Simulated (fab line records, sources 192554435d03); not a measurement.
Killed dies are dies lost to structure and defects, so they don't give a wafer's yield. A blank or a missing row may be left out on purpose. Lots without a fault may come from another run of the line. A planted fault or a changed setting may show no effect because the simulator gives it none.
Which tool did it? | flow n5_finfet | 12 lots, 36 wafers sampled, at 2 steps of a route of 1938

WHAT THE GAUGES READ, wafer by wafer
N5_FIN_SAQP_THK_MEAS_07.
lot  | measured    | on            | thk_nm (nm)
L075 | day 2 03:49 | film_metro-02 | 60.3 60.9 60.9
L077 | day 2 15:51 | film_metro-01 | 60.2 59.4 60.4
L079 | day 3 03:24 | film_metro-02 | 60.2 61.3 61.7
L081 | day 3 15:17 | film_metro-01 | 59.3 59.3 59.9
L083 | day 4 03:18 | film_metro-01 | 58.8 59.8 60.2
L085 | day 4 17:47 | film_metro-01 | 58.4 60.1 59.6
L087 | day 5 06:26 | film_metro-01 | 59.2 59.0 60.1
L089 | day 5 15:16 | film_metro-01 | 60.3 60.7 61.1
L091 | day 6 03:23 | film_metro-01 | 61.0 61.8 61.1
L093 | day 6 16:35 | film_metro-01 | 59.9 59.9 60.0
L095 | day 7 04:37 | film_metro-01 | 59.7 61.7 61.2
L097 | day 7 16:26 | film_metro-01 | 59.3 60.0 60.2

WHICH TOOL RAN EACH LOT (tool, then ch and the chambers of the sampled wafers, then the start)
lot  | N5_PMOS_HMC_CHANNEL_EPI_CMP_21
L075 | cmp-03 ch 0,1, day 2 01:29
L077 | cmp-01 ch 0,1,2, day 2 14:10
L079 | cmp-01 ch 1,2, day 3 01:40
L081 | cmp-03 ch 1,2,3, day 3 13:40
L083 | cmp-03 ch 1,2, day 4 01:23
L085 | cmp-04 ch 0,1,2, day 4 14:04
L087 | cmp-03 ch 0,1,2, day 5 04:17
L089 | cmp-04 ch 0,2, day 5 13:37
L091 | cmp-03 ch 0,2, day 6 01:46
L093 | cmp-04 ch 1,2,3, day 6 14:26
L095 | cmp-01 ch 1,2, day 7 02:00
L097 | cmp-01 ch 0,2, day 7 13:54
- N5_PMOS_HMC_CHANNEL_EPI_CMP_21: polishes SiGe30, target thk 54 nm.

THE ANSWER, worked out from the rows above alone
Rule: what is usual is taken from the lots themselves. Put in order of their means at a reading, lots are off if they are a third of the lots or fewer, leave a main group of 4 or more, and stand apart from it by a gap of 3 or more times the standard deviation of the main group's means; of several such gaps the widest counts. A main group whose means are all the same, to the digits that the tables above print for the reading, isn't used. A lot without any number at a reading at which 4 lots or more have one is off too. The other lots that the step has rows for count as sound.
No lot is off at any reading shown: from this, nothing can be told.

WHAT THE SIMULATOR HAD PUT IN
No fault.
